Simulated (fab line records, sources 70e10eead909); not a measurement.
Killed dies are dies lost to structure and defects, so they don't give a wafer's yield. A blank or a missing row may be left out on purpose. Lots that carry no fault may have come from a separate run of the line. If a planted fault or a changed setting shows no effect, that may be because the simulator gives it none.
fab line records / flow nand_harc
[record] lots = 6 wafers = 18 last_day = 33
route steps=1302 shown A_ONON_D1@432 END@1302
lots untouched by any fault: they come from a run of this same line in which no faults occurred
start_h: hours from the record's opening day to when the first of the lot's shown wafers began / wait_h: hours since the lot's step before / " as in the row above / L1.1+2: a row that stands for several wafers / - value missing, or start not given / * or withheld: withheld / < > ~ a bound
route shown NAME@n: names a module that has steps shown in the file, with the first one's number in the route / usual: average and standard deviation across the fault-free wafers / same: alike in all rows / chamber/n: place in a boat / sites: the reading at each site / _std_site: standard deviation of those values / _edge_site: mean of outer sites minus mean of inner sites / radius_mm: how far each site lies from the wafer's centre / mask NAME#n: copy n / behind: the most recent tool/chamber to have shaped the wafer / hold: the reason the lot was held/the length of the hold in hours/how it ended / device: whichever transistor did not switch (one of n, p or np) / end of line: at the end of the route, the tests of the same wafers / step lacking rows: just its recipe / killed: dies that structure and defects cost at the first sort, which is not the same as the wafer's yield / map: the dies of a wafer, with x for killed, . for not killed, _ for no die there
set.NAME: the run value of the setting; set.NAME@STEP: its run value at that earlier step / model.NAME: the simulator's own value behind a step, which no gauge read
lots at selected steps of the route; one table per step, one row per wafer
services: when a tool's chamber went out of use (start_h, in hours from the record's first day, below 0 if earlier), for how many hours, and the reason
[[steps]]
[step NHARC_A_ONON_D1_DEP_12]
[recipe] target_thk_a = 10000 n2_flow_sccm = 2750 n2o_flow_sccm = 2000 nh3_flow_sccm = 500 sih4_flow_sccm = 210 temp_c = 400
[step NHARC_A_ONON_D1_THK_MEAS_14]
[recipe] thk_meas_gauge = ellipsometry
[usual] thk_nm = 1002/8.7
lot.wafer=L364.1 tool=film_metro-01 chamber=- start_h=220.39 wait_h=- thk_nm=1006
lot.wafer=L364.2 tool=film_metro-01 chamber=- start_h=220.39 wait_h=- thk_nm=1005
lot.wafer=L364.5 tool=film_metro-01 chamber=- start_h=220.39 wait_h=- thk_nm=1006
lot.wafer=L363.1 tool=film_metro-02 chamber=- start_h=220.40 wait_h=- thk_nm=989
lot.wafer=L363.3 tool=film_metro-02 chamber=- start_h=220.40 wait_h=- thk_nm=989
lot.wafer=L363.6 tool=film_metro-02 chamber=- start_h=220.40 wait_h=- thk_nm=989
lot.wafer=L366.2 tool=film_metro-02 chamber=- start_h=249.77 wait_h=- thk_nm=1018
lot.wafer=L366.3 tool=film_metro-02 chamber=- start_h=249.77 wait_h=- thk_nm=1016
lot.wafer=L366.6 tool=film_metro-02 chamber=- start_h=249.77 wait_h=- thk_nm=1016
lot.wafer=L367.3 tool=film_metro-02 chamber=- start_h=261.92 wait_h=- thk_nm=1008
lot.wafer=L367.4 tool=film_metro-02 chamber=- start_h=261.92 wait_h=- thk_nm=1007
lot.wafer=L367.5 tool=film_metro-02 chamber=- start_h=261.92 wait_h=- thk_nm=1007
lot.wafer=L378.2 tool=film_metro-01 chamber=- start_h=372.27 wait_h=- thk_nm=1008
lot.wafer=L378.3 tool=film_metro-01 chamber=- start_h=372.27 wait_h=- thk_nm=1005
lot.wafer=L378.6 tool=film_metro-01 chamber=- start_h=372.27 wait_h=- thk_nm=1006
lot.wafer=L380.4 tool=film_metro-01 chamber=- start_h=383.95 wait_h=- thk_nm=1000
lot.wafer=L380.5 tool=film_metro-01 chamber=- start_h=383.95 wait_h=- thk_nm=1000
lot.wafer=L380.6 tool=film_metro-01 chamber=- start_h=383.95 wait_h=- thk_nm=999
[step NHARC_A_ONON_D1_ANNEAL_15]
[recipe] temp_c = 750 time_s = 3600
[step NHARC_A_ONON_D1_DEP_16]
[recipe] target_thk_a = 10000 n2_flow_sccm = 2750 n2o_flow_sccm = 2000 nh3_flow_sccm = 500 sih4_flow_sccm = 210 temp_c = 400
[step NHARC_A_ONON_D1_THK_MEAS_18]
[recipe] thk_meas_gauge = ellipsometry
[usual] thk_nm = 1000/8.1
lot.wafer=L364.1 tool=film_metro-01 chamber=- start_h=228.24 wait_h=- thk_nm=992
lot.wafer=L364.2 tool=film_metro-01 chamber=- start_h=228.24 wait_h=- thk_nm=990
lot.wafer=L364.5 tool=film_metro-01 chamber=- start_h=228.24 wait_h=- thk_nm=991
lot.wafer=L363.1 tool=film_metro-02 chamber=- start_h=228.24 wait_h=- thk_nm=997
lot.wafer=L363.3 tool=film_metro-02 chamber=- start_h=228.24 wait_h=- thk_nm=993
lot.wafer=L363.6 tool=film_metro-02 chamber=- start_h=228.24 wait_h=- thk_nm=995
lot.wafer=L366.2 tool=film_metro-01 chamber=- start_h=257.60 wait_h=- thk_nm=1008
lot.wafer=L366.3 tool=film_metro-01 chamber=- start_h=257.60 wait_h=- thk_nm=1008
lot.wafer=L366.6 tool=film_metro-01 chamber=- start_h=257.60 wait_h=- thk_nm=1008
lot.wafer=L367.3 tool=film_metro-02 chamber=- start_h=269.68 wait_h=- thk_nm=1013
lot.wafer=L367.4 tool=film_metro-02 chamber=- start_h=269.68 wait_h=- thk_nm=1014
lot.wafer=L367.5 tool=film_metro-02 chamber=- start_h=269.68 wait_h=- thk_nm=1013
lot.wafer=L378.2 tool=film_metro-01 chamber=- start_h=380.04 wait_h=- thk_nm=988
lot.wafer=L378.3 tool=film_metro-01 chamber=- start_h=380.04 wait_h=- thk_nm=987
lot.wafer=L378.6 tool=film_metro-01 chamber=- start_h=380.04 wait_h=- thk_nm=985
lot.wafer=L380.4 tool=film_metro-01 chamber=- start_h=393.15 wait_h=- thk_nm=994
lot.wafer=L380.5 tool=film_metro-01 chamber=- start_h=393.15 wait_h=- thk_nm=995
lot.wafer=L380.6 tool=film_metro-01 chamber=- start_h=393.15 wait_h=- thk_nm=995
[step NHARC_A_ONON_D1_DEP_19]
[recipe] target_thk_a = 10000 n2_flow_sccm = 2750 n2o_flow_sccm = 2000 nh3_flow_sccm = 500 sih4_flow_sccm = 210 temp_c = 400
[step NHARC_A_ONON_D1_THK_MEAS_21]
[recipe] thk_meas_gauge = ellipsometry
[usual] thk_nm = 996/14
lot.wafer=L364.1 tool=film_metro-02 chamber=- start_h=228.80 wait_h=- thk_nm=989
lot.wafer=L364.2 tool=film_metro-02 chamber=- start_h=228.80 wait_h=- thk_nm=988
lot.wafer=L364.5 tool=film_metro-02 chamber=- start_h=228.80 wait_h=- thk_nm=989
lot.wafer=L363.1 tool=film_metro-01 chamber=- start_h=228.81 wait_h=- thk_nm=991
lot.wafer=L363.3 tool=film_metro-01 chamber=- start_h=228.81 wait_h=- thk_nm=991
lot.wafer=L363.6 tool=film_metro-01 chamber=- start_h=228.81 wait_h=- thk_nm=991
lot.wafer=L366.2 tool=film_metro-01 chamber=- start_h=258.16 wait_h=- thk_nm=970
lot.wafer=L366.3 tool=film_metro-01 chamber=- start_h=258.16 wait_h=- thk_nm=970
lot.wafer=L366.6 tool=film_metro-01 chamber=- start_h=258.16 wait_h=- thk_nm=971
lot.wafer=L367.3 tool=film_metro-01 chamber=- start_h=270.24 wait_h=- thk_nm=1005
lot.wafer=L367.4 tool=film_metro-01 chamber=- start_h=270.24 wait_h=- thk_nm=1003
lot.wafer=L367.5 tool=film_metro-01 chamber=- start_h=270.24 wait_h=- thk_nm=1003
lot.wafer=L378.2 tool=film_metro-01 chamber=- start_h=380.60 wait_h=- thk_nm=998
lot.wafer=L378.3 tool=film_metro-01 chamber=- start_h=380.60 wait_h=- thk_nm=998
lot.wafer=L378.6 tool=film_metro-01 chamber=- start_h=380.60 wait_h=- thk_nm=997
lot.wafer=L380.4 tool=film_metro-02 chamber=- start_h=393.74 wait_h=- thk_nm=1022
lot.wafer=L380.5 tool=film_metro-02 chamber=- start_h=393.74 wait_h=- thk_nm=1023
lot.wafer=L380.6 tool=film_metro-02 chamber=- start_h=393.74 wait_h=- thk_nm=1021
[step NHARC_A_ONON_D1_DEP_22]
[recipe] target_thk_a = 10000 n2_flow_sccm = 2750 n2o_flow_sccm = 2000 nh3_flow_sccm = 500 sih4_flow_sccm = 210 temp_c = 400
[step NHARC_A_ONON_D1_THK_MEAS_24]
[recipe] thk_meas_gauge = ellipsometry
[usual] thk_nm = 999/13
lot.wafer=L364.1 tool=film_metro-02 chamber=- start_h=229.36 wait_h=- thk_nm=992
lot.wafer=L364.2 tool=film_metro-02 chamber=- start_h=229.36 wait_h=- thk_nm=990
lot.wafer=L364.5 tool=film_metro-02 chamber=- start_h=229.36 wait_h=- thk_nm=991
lot.wafer=L363.1 tool=film_metro-01 chamber=- start_h=229.38 wait_h=- thk_nm=994
lot.wafer=L363.3 tool=film_metro-01 chamber=- start_h=229.38 wait_h=- thk_nm=998
lot.wafer=L363.6 tool=film_metro-01 chamber=- start_h=229.38 wait_h=- thk_nm=997
lot.wafer=L366.2 tool=film_metro-02 chamber=- start_h=258.73 wait_h=- thk_nm=994
lot.wafer=L366.3 tool=film_metro-02 chamber=- start_h=258.73 wait_h=- thk_nm=995
lot.wafer=L366.6 tool=film_metro-02 chamber=- start_h=258.73 wait_h=- thk_nm=992
lot.wafer=L367.3 tool=film_metro-01 chamber=- start_h=270.81 wait_h=- thk_nm=989
lot.wafer=L367.4 tool=film_metro-01 chamber=- start_h=270.81 wait_h=- thk_nm=989
lot.wafer=L367.5 tool=film_metro-01 chamber=- start_h=270.81 wait_h=- thk_nm=987
lot.wafer=L378.2 tool=film_metro-01 chamber=- start_h=381.16 wait_h=- thk_nm=1008
lot.wafer=L378.3 tool=film_metro-01 chamber=- start_h=381.16 wait_h=- thk_nm=1008
lot.wafer=L378.6 tool=film_metro-01 chamber=- start_h=381.16 wait_h=- thk_nm=1008
lot.wafer=L380.4 tool=film_metro-02 chamber=- start_h=394.31 wait_h=- thk_nm=1007
lot.wafer=L380.5 tool=film_metro-02 chamber=- start_h=394.31 wait_h=- thk_nm=1003
lot.wafer=L380.6 tool=film_metro-02 chamber=- start_h=394.31 wait_h=- thk_nm=1005
[step NHARC_A_ONON_D1_DEP_25]
[recipe] target_thk_a = 10000 n2_flow_sccm = 2750 n2o_flow_sccm = 2000 nh3_flow_sccm = 500 sih4_flow_sccm = 210 temp_c = 400
[step NHARC_A_ONON_D1_THK_MEAS_27]
[recipe] thk_meas_gauge = ellipsometry
[usual] thk_nm = 998/9.1
lot.wafer=L364.1 tool=film_metro-01 chamber=- start_h=229.93 wait_h=- thk_nm=987
lot.wafer=L364.2 tool=film_metro-01 chamber=- start_h=229.93 wait_h=- thk_nm=987
lot.wafer=L364.5 tool=film_metro-01 chamber=- start_h=229.93 wait_h=- thk_nm=987
lot.wafer=L363.1 tool=film_metro-01 chamber=- start_h=229.95 wait_h=- thk_nm=982
lot.wafer=L363.3 tool=film_metro-01 chamber=- start_h=229.95 wait_h=- thk_nm=984
lot.wafer=L363.6 tool=film_metro-01 chamber=- start_h=229.95 wait_h=- thk_nm=984
lot.wafer=L366.2 tool=film_metro-02 chamber=- start_h=259.30 wait_h=- thk_nm=989
lot.wafer=L366.3 tool=film_metro-02 chamber=- start_h=259.30 wait_h=- thk_nm=990
lot.wafer=L366.6 tool=film_metro-02 chamber=- start_h=259.30 wait_h=- thk_nm=990
lot.wafer=L367.3 tool=film_metro-01 chamber=- start_h=271.37 wait_h=- thk_nm=1008
lot.wafer=L367.4 tool=film_metro-01 chamber=- start_h=271.37 wait_h=- thk_nm=1006
lot.wafer=L367.5 tool=film_metro-01 chamber=- start_h=271.37 wait_h=- thk_nm=1007
lot.wafer=L378.2 tool=film_metro-01 chamber=- start_h=381.73 wait_h=- thk_nm=998
lot.wafer=L378.3 tool=film_metro-01 chamber=- start_h=381.73 wait_h=- thk_nm=999
lot.wafer=L378.6 tool=film_metro-01 chamber=- start_h=381.73 wait_h=- thk_nm=998
lot.wafer=L380.4 tool=film_metro-01 chamber=- start_h=394.87 wait_h=- thk_nm=1006
lot.wafer=L380.5 tool=film_metro-01 chamber=- start_h=394.87 wait_h=- thk_nm=1007
lot.wafer=L380.6 tool=film_metro-01 chamber=- start_h=394.87 wait_h=- thk_nm=1007
[step NHARC_A_ONON_D1_DEP_28]
[recipe] target_thk_a = 10000 n2_flow_sccm = 2750 n2o_flow_sccm = 2000 nh3_flow_sccm = 500 sih4_flow_sccm = 210 temp_c = 400
lot.wafer=L364.1+2+5 tool=pecvd_onon-02 chamber=0 start_h=229.98 wait_h=0.1
lot.wafer=L363.1+3+6 tool=pecvd_onon-04 chamber=0 start_h=230.00 wait_h=0.1
lot.wafer=L366.2+3+6 tool=pecvd_onon-02 chamber=0 start_h=259.41 wait_h=0.1
lot.wafer=L367.3+4+5 tool=pecvd_onon-02 chamber=0 start_h=271.54 wait_h=0.2
lot.wafer=L378.2+3+6 tool=pecvd_onon-03 chamber=0 start_h=381.84 wait_h=0.1
lot.wafer=L380.4+5+6 tool=pecvd_onon-02 chamber=0 start_h=395.10 wait_h=0.2
[step NHARC_A_ONON_D1_THK_MEAS_30]
[recipe] thk_meas_gauge = ellipsometry
[usual] thk_nm = 1001/7.5
lot.wafer=L364.1 tool=film_metro-02 chamber=- start_h=230.49 wait_h=- thk_nm=1005
lot.wafer=L364.2 tool=film_metro-02 chamber=- start_h=230.49 wait_h=- thk_nm=1004
lot.wafer=L364.5 tool=film_metro-02 chamber=- start_h=230.49 wait_h=- thk_nm=1006
lot.wafer=L363.1 tool=film_metro-01 chamber=- start_h=230.51 wait_h=- thk_nm=1012
lot.wafer=L363.3 tool=film_metro-01 chamber=- start_h=230.51 wait_h=- thk_nm=1011
lot.wafer=L363.6 tool=film_metro-01 chamber=- start_h=230.51 wait_h=- thk_nm=1012
lot.wafer=L366.2 tool=film_metro-01 chamber=- start_h=259.86 wait_h=- thk_nm=1500
lot.wafer=L366.3 tool=film_metro-01 chamber=- start_h=259.86 wait_h=- thk_nm=994
lot.wafer=L366.6 tool=film_metro-01 chamber=- start_h=259.86 wait_h=- thk_nm=993
lot.wafer=L367.3 tool=film_metro-01 chamber=- start_h=271.93 wait_h=- thk_nm=995
lot.wafer=L367.4 tool=film_metro-01 chamber=- start_h=271.93 wait_h=- thk_nm=995
lot.wafer=L367.5 tool=film_metro-01 chamber=- start_h=271.93 wait_h=- thk_nm=1501
lot.wafer=L378.2 tool=film_metro-01 chamber=- start_h=382.29 wait_h=- thk_nm=993
lot.wafer=L378.3 tool=film_metro-01 chamber=- start_h=382.29 wait_h=- thk_nm=993
lot.wafer=L378.6 tool=film_metro-01 chamber=- start_h=382.29 wait_h=- thk_nm=991
lot.wafer=L380.4 tool=film_metro-01 chamber=- start_h=395.44 wait_h=- thk_nm=1010
lot.wafer=L380.5 tool=film_metro-01 chamber=- start_h=395.44 wait_h=- thk_nm=1010
lot.wafer=L380.6 tool=film_metro-01 chamber=- start_h=395.44 wait_h=- thk_nm=1009
[step NHARC_A_ONON_D1_DEP_33]
[recipe] target_thk_a = 2000 temp_c = 400 pressure_torr = 6.5 rf_w = 900 teos_flow_sccm = 161.4 flow_sccm = 2650 target_thk_nm = 200 gas = O2 material = SiO2
[usual] heater_power_w = 549/83 throttle_valve_pct = 15.7/0.31
lot.wafer=L364.1 tool=pecvd-03 chamber=1 start_h=230.68 wait_h=0.2 heater_power_w=407 throttle_valve_pct=15.9
lot.wafer=L364.2 tool=pecvd-03 chamber=2 start_h=230.68 wait_h=0.2 heater_power_w=680 throttle_valve_pct=15.8
lot.wafer=L364.5 tool=pecvd-03 chamber=2 start_h=230.68 wait_h=0.2 heater_power_w=540 throttle_valve_pct=15.6
lot.wafer=L363.3 tool=pecvd-03 chamber=2 start_h=231.00 wait_h=0.5 heater_power_w=643 throttle_valve_pct=15.6
lot.wafer=L363.1 tool=pecvd-03 chamber=0 start_h=231.00 wait_h=0.5 heater_power_w=544 throttle_valve_pct=15.6
lot.wafer=L363.6 tool=pecvd-03 chamber=1 start_h=231.00 wait_h=0.5 heater_power_w=403 throttle_valve_pct=15.8
lot.wafer=L366.2 tool=pecvd-01 chamber=0 start_h=259.96 wait_h=0.1 heater_power_w=629 throttle_valve_pct=16.1
lot.wafer=L366.3 tool=pecvd-01 chamber=1 start_h=259.96 wait_h=0.1 heater_power_w=589 throttle_valve_pct=16.0
lot.wafer=L366.6 tool=pecvd-01 chamber=1 start_h=259.96 wait_h=0.1 heater_power_w=585 throttle_valve_pct=15.5
lot.wafer=L367.3 tool=pecvd-03 chamber=0 start_h=272.04 wait_h=0.1 heater_power_w=574 throttle_valve_pct=15.4
lot.wafer=L367.4 tool=pecvd-03 chamber=2 start_h=272.04 wait_h=0.1 heater_power_w=586 throttle_valve_pct=15.5
lot.wafer=L367.5 tool=pecvd-03 chamber=1 start_h=272.04 wait_h=0.1 heater_power_w=401 throttle_valve_pct=15.9
lot.wafer=L378.3 tool=pecvd-01 chamber=0 start_h=382.39 wait_h=0.1 heater_power_w=620 throttle_valve_pct=15.8
lot.wafer=L378.2 tool=pecvd-01 chamber=1 start_h=382.39 wait_h=0.1 heater_power_w=488 throttle_valve_pct=15.7
lot.wafer=L378.6 tool=pecvd-01 chamber=2 start_h=382.39 wait_h=0.1 heater_power_w=609 throttle_valve_pct=15.8
lot.wafer=L380.6 tool=pecvd-01 chamber=2 start_h=395.64 wait_h=0.2 heater_power_w=591 throttle_valve_pct=15.8
lot.wafer=L380.5 tool=pecvd-01 chamber=0 start_h=395.64 wait_h=0.2 heater_power_w=671 throttle_valve_pct=15.6
lot.wafer=L380.4 tool=pecvd-01 chamber=1 start_h=395.64 wait_h=0.2 heater_power_w=583 throttle_valve_pct=15.6
[step NHARC_END_SORT_01]
[recipe] temp_c = 25
[usual] killed_at_array = 59/21 killed_at_other = 1.0/1.1 killed_at_periphery = 4.0/2.6 killed_dies = 64/21 killed_open = 3.2/1.7 killed_short = 2.5/1.5
[same] gross_dies = 677
lot.wafer=L366.2 tool=prober-01 chamber=0 start_h=654.00 wait_h=2.8 killed_at_array=671 killed_at_other=3 killed_at_periphery=3 killed_dies=677 killed_open=2 killed_short=0
lot.wafer=L366.3 tool=prober-01 chamber=0 start_h=654.80 wait_h=3.1 killed_at_array=45 killed_at_other=1 killed_at_periphery=6 killed_dies=52 killed_open=3 killed_short=2
lot.wafer=L366.6 tool=prober-01 chamber=0 start_h=657.20 wait_h=4.0 killed_at_array=59 killed_at_other=1 killed_at_periphery=4 killed_dies=64 killed_open=4 killed_short=2
lot.wafer=L367.5 tool=prober-02 chamber=0 start_h=666.57 wait_h=3.7 killed_at_array=671 killed_at_other=1 killed_at_periphery=5 killed_dies=677 killed_open=3 killed_short=2
lot.wafer=L380.4 tool=prober-02 chamber=0 start_h=784.43 wait_h=3.4 killed_at_array=50 killed_at_other=1 killed_at_periphery=6 killed_dies=57 killed_open=1 killed_short=2
lot.wafer=L380.5 tool=prober-02 chamber=0 start_h=785.24 wait_h=3.7 killed_at_array=54 killed_at_other=2 killed_at_periphery=6 killed_dies=62 killed_open=2 killed_short=1
lot.wafer=L380.6 tool=prober-02 chamber=0 start_h=786.05 wait_h=4.0 killed_at_array=45 killed_at_other=1 killed_at_periphery=3 killed_dies=49 killed_open=4 killed_short=2
// killed by level:class
L366.2 A_ONON_D1:area_dep=616 A_SLIT:chamber_film_flake=26 A_CHANNEL_HOLE_D2:chamber_film_flake=9 A_CONTACT:chamber_film_flake=9 A_STAIRCASE:chamber_film_flake=7 THIN_TSV:chamber_film_flake=3 P_M2:chamber_film_flake=2 A_CHANNEL_HOLE_D1:chamber_film_flake=2
L366.3 A_SLIT:chamber_film_flake=31 A_CHANNEL_HOLE_D2:chamber_film_flake=5 P_ZERO_WELL:chamber_film_flake=4 A_STAIRCASE:chamber_film_flake=3 A_CHANNEL_HOLE_D1:chamber_film_flake=2 P_GATE:geometric_particle:open=1 A_ONON_D1:geometric_particle:short=1 A_WL_FILL:geometric_particle:short=1
L366.6 A_SLIT:chamber_film_flake=27 A_CHANNEL_HOLE_D2:chamber_film_flake=11 A_STAIRCASE:chamber_film_flake=7 A_CONTACT:chamber_film_flake=6 P_ZERO_WELL:chamber_film_flake=2 A_CHANNEL_HOLE_D1:chamber_film_flake=2 P_GATE:geometric_particle:open=1 A_SOURCE_PLATE:geometric_particle:open=1
L367.5 A_ONON_D1:area_dep=623 A_CHANNEL_HOLE_D1:chamber_film_flake=35 A_SLIT:chamber_film_flake=4 P_GATE:chamber_film_flake=3 A_CHANNEL_FILL_D2:chamber_film_flake=3 P_M0:geometric_particle:open=1 P_M1:geometric_particle:short=1 A_ONON_D1:geometric_particle:short=1
L380.4 A_SLIT:chamber_film_flake=38 A_STAIRCASE:chamber_film_flake=5 P_STI:chamber_film_flake=4 A_CONTACT:chamber_film_flake=2 P_GATE:geometric_particle:open=1 A_CHANNEL_FILL_D1:geometric_particle:short=1 A_WL_FILL:geometric_particle:short=1 P_ZERO_WELL:chamber_film_flake=1
L380.5 A_SLIT:chamber_film_flake=37 A_CONTACT:chamber_film_flake=9 A_STAIRCASE:chamber_film_flake=4 P_STI:chamber_film_flake=3 P_ZERO_WELL:geometric_particle:open=1 A_CHANNEL_FILL_D2:geometric_particle:open=1 STARTING-WAFER:geometric_particle:short=1 P_ZERO_WELL:chamber_film_flake=1
L380.6 A_SLIT:chamber_film_flake=27 A_STAIRCASE:chamber_film_flake=5 A_CONTACT:chamber_film_flake=4 P_GATE:geometric_particle:open=1 A_SOURCE_PLATE:geometric_particle:open=1 A_ONON_D1:geometric_particle:open=1 A_CHANNEL_FILL_D1:geometric_particle:short=1 A_ONON_D2:geometric_particle:open=1
// map L366.2 (x killed, . not)
____________x____________
_________xxxxxxx_________
_______xxxxxxxxxxx_______
______xxxxxxxxxxxxx______
_____xxxxxxxxxxxxxxx_____
____xxxxxxxxxxxxxxxxx____
____xxxxxxxxxxxxxxxxx____
___xxxxxxxxxxxxxxxxxxx___
___xxxxxxxxxxxxxxxxxxx___
__xxxxxxxxxxxxxxxxxxxxx__
__xxxxxxxxxxxxxxxxxxxxx__
_xxxxxxxxxxxxxxxxxxxxxxx_
_xxxxxxxxxxxxxxxxxxxxxxx_
_xxxxxxxxxxxxxxxxxxxxxxx_
_xxxxxxxxxxxxxxxxxxxxxxx_
_xxxxxxxxxxxxxxxxxxxxxxx_
xxxxxxxxxxxxxxxxxxxxxxxxx
xxxxxxxxxxxxxxxxxxxxxxxxx
xxxxxxxxxxxxxxxxxxxxxxxxx
xxxxxxxxxxxxxxxxxxxxxxxxx
xxxxxxxxxxxxxxxxxxxxxxxxx
_xxxxxxxxxxxxxxxxxxxxxxx_
_xxxxxxxxxxxxxxxxxxxxxxx_
_xxxxxxxxxxxxxxxxxxxxxxx_
_xxxxxxxxxxxxxxxxxxxxxxx_
_xxxxxxxxxxxxxxxxxxxxxxx_
__xxxxxxxxxxxxxxxxxxxxx__
__xxxxxxxxxxxxxxxxxxxxx__
___xxxxxxxxxxxxxxxxxxx___
___xxxxxxxxxxxxxxxxxxx___
____xxxxxxxxxxxxxxxxx____
____xxxxxxxxxxxxxxxxx____
_____xxxxxxxxxxxxxxx_____
______xxxxxxxxxxxxx______
_______xxxxxxxxxxx_______
_________xxxxxxx_________
____________x____________
// map L367.5 (x killed, . not)
____________x____________
_________xxxxxxx_________
_______xxxxxxxxxxx_______
______xxxxxxxxxxxxx______
_____xxxxxxxxxxxxxxx_____
____xxxxxxxxxxxxxxxxx____
____xxxxxxxxxxxxxxxxx____
___xxxxxxxxxxxxxxxxxxx___
___xxxxxxxxxxxxxxxxxxx___
__xxxxxxxxxxxxxxxxxxxxx__
__xxxxxxxxxxxxxxxxxxxxx__
_xxxxxxxxxxxxxxxxxxxxxxx_
_xxxxxxxxxxxxxxxxxxxxxxx_
_xxxxxxxxxxxxxxxxxxxxxxx_
_xxxxxxxxxxxxxxxxxxxxxxx_
_xxxxxxxxxxxxxxxxxxxxxxx_
xxxxxxxxxxxxxxxxxxxxxxxxx
xxxxxxxxxxxxxxxxxxxxxxxxx
xxxxxxxxxxxxxxxxxxxxxxxxx
xxxxxxxxxxxxxxxxxxxxxxxxx
xxxxxxxxxxxxxxxxxxxxxxxxx
_xxxxxxxxxxxxxxxxxxxxxxx_
_xxxxxxxxxxxxxxxxxxxxxxx_
_xxxxxxxxxxxxxxxxxxxxxxx_
_xxxxxxxxxxxxxxxxxxxxxxx_
_xxxxxxxxxxxxxxxxxxxxxxx_
__xxxxxxxxxxxxxxxxxxxxx__
__xxxxxxxxxxxxxxxxxxxxx__
___xxxxxxxxxxxxxxxxxxx___
___xxxxxxxxxxxxxxxxxxx___
____xxxxxxxxxxxxxxxxx____
____xxxxxxxxxxxxxxxxx____
_____xxxxxxxxxxxxxxx_____
______xxxxxxxxxxxxx______
_______xxxxxxxxxxx_______
_________xxxxxxx_________
____________x____________
[[services]]
tool=pecvd-01 chamber=- start_h=213.82 hours=0.9 kind=repair
tool=pecvd_onon-03 chamber=- start_h=227.04 hours=13.0 kind=pm
tool=pecvd-01 chamber=0 start_h=228.81 hours=4.1 kind=repair
tool=pecvd_onon-04 chamber=- start_h=311.05 hours=13.0 kind=pm
tool=pecvd-01 chamber=- start_h=311.20 hours=13.0 kind=pm
tool=pecvd-01 chamber=0 start_h=311.20 hours=13.0 kind=vent_cycle
tool=pecvd-01 chamber=1 start_h=311.20 hours=13.0 kind=vent_cycle
tool=pecvd-01 chamber=2 start_h=311.20 hours=13.0 kind=vent_cycle
tool=pecvd-01 chamber=0 start_h=324.20 hours=- kind=clean
tool=pecvd-01 chamber=1 start_h=324.20 hours=- kind=clean
tool=pecvd-01 chamber=2 start_h=324.20 hours=- kind=clean
tool=pecvd-01 chamber=2 start_h=334.70 hours=9.5 kind=repair
tool=pecvd-03 chamber=- start_h=366.00 hours=13.0 kind=pm
tool=pecvd-03 chamber=0 start_h=366.00 hours=13.0 kind=vent_cycle
tool=pecvd-03 chamber=1 start_h=366.00 hours=13.0 kind=vent_cycle
tool=pecvd-03 chamber=2 start_h=366.00 hours=13.0 kind=vent_cycle
tool=pecvd_onon-02 chamber=- start_h=366.20 hours=13.0 kind=pm
tool=pecvd-03 chamber=0 start_h=379.00 hours=- kind=clean
tool=pecvd-03 chamber=1 start_h=379.00 hours=- kind=clean
tool=pecvd-03 chamber=2 start_h=379.00 hours=- kind=clean
[[key]]
[first_sign] step = NHARC_A_ONON_D1_THK_MEAS_30 reading = thk_nm direction = up sigmas = 66 usual = 1001 struck = 1501
[effect] step = NHARC_END_SORT_01 reading = killed_at_array direction = up sigmas = 29 usual = 59 struck = 671
[more_kills_born_at] NHARC_A_ONON_D1_DEP_28@pecvd_onon-02 = 1239
met_at NHARC_A_ONON_D1_DEP_28
struck_wafers L366.2,L367.5
later_rows_left_out L366.2,L367.5
tester_left_out L366,L367
onset_between 229.98 259.41
[fault] kind = process_parameter_drift tool = pecvd_onon-02 chamber = - onset_h = 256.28 steps = NHARC_A_ONON_D1_DEP_28 channel = target_thk_a offset = * shape = step end_h = 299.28 scope = struck_wafers_only acts_in = * stated = *
// tester_left_out: of these lots the tester's yield and bins aren't shown, on N5 and GAA mostly nor the transistor test; their killed dies are dies lost to structure and defects alone, not to doping, threshold or leakage, so they don't give the yield
// later_rows_left_out: the simulator's readings of these wafers behind a module that went badly wrong aren't trusted and aren't shown, but for the sort
